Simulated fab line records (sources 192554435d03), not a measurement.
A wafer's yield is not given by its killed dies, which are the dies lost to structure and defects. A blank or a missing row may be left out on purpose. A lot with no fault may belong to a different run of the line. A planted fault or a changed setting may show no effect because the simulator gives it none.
Chamber matching -- flow n5-finfet -- N5_BEOL_M6_ETCH_72 on rie-diel-04 has 4 sister chambers
The step etches underlayer in N2/H2, target depth 6.5 nm, time 5.2 s. 7 wafers are shown with their chamber, then 10 later ones without.

EACH WAFER AND ITS CHAMBER
wafer,chamber,drypump-motor-current-A (A),showerhead-plenum-p-Torr (Torr)
L080.4,0,5.2,2.48
L085.6,2,5.8,2.49
L089.2,2,5.7,2.48
L089.4,3,6.5,2.60
L089.5,1,5.4,2.58
L090.1,3,6.5,2.60
L090.3,1,5.4,2.58

WAFERS MISSING THEIR CHAMBER
wafer,drypump-motor-current-A (A),showerhead-plenum-p-Torr (Torr)
L090.5,6.5,2.60
L093.2,5.2,2.47
L093.4,5.8,2.48
L093.6,5.2,2.47
L091.3,6.5,2.60
L091.5,5.4,2.58
L091.6,5.8,2.48
L095.1,6.5,2.60
L095.3,5.4,2.58
L095.6,5.4,2.58

WHICH CHAMBER EACH WENT THROUGH
wafer,from the rows above,in truth
L090.5,3,3
L093.2,0,0
L093.4,2,2
L093.6,0,0
L091.3,3,3
L091.5,1,1
L091.6,2,2
L095.1,3,3
L095.3,1,1
L095.6,1,1
10 of 10 placed correctly. Number that these rows cannot place: 0. Placed wrongly: 0.
How it was worked out, from the rows above alone: a wafer's distance from a chamber is the root of the sum, over the readings, of the square of ((its reading less the chamber's mean) divided by the reading's scatter). If the next closest chamber is less than 2 further off than the closest, the wafer can't be placed; otherwise it belongs to the closest. For every chamber, the mean is computed from those of its wafers that are shown. How the scatter is found: for the shown wafers, subtract from each reading the mean of its chamber, square and add these, divide the total by (wafers less chambers), then take the root.
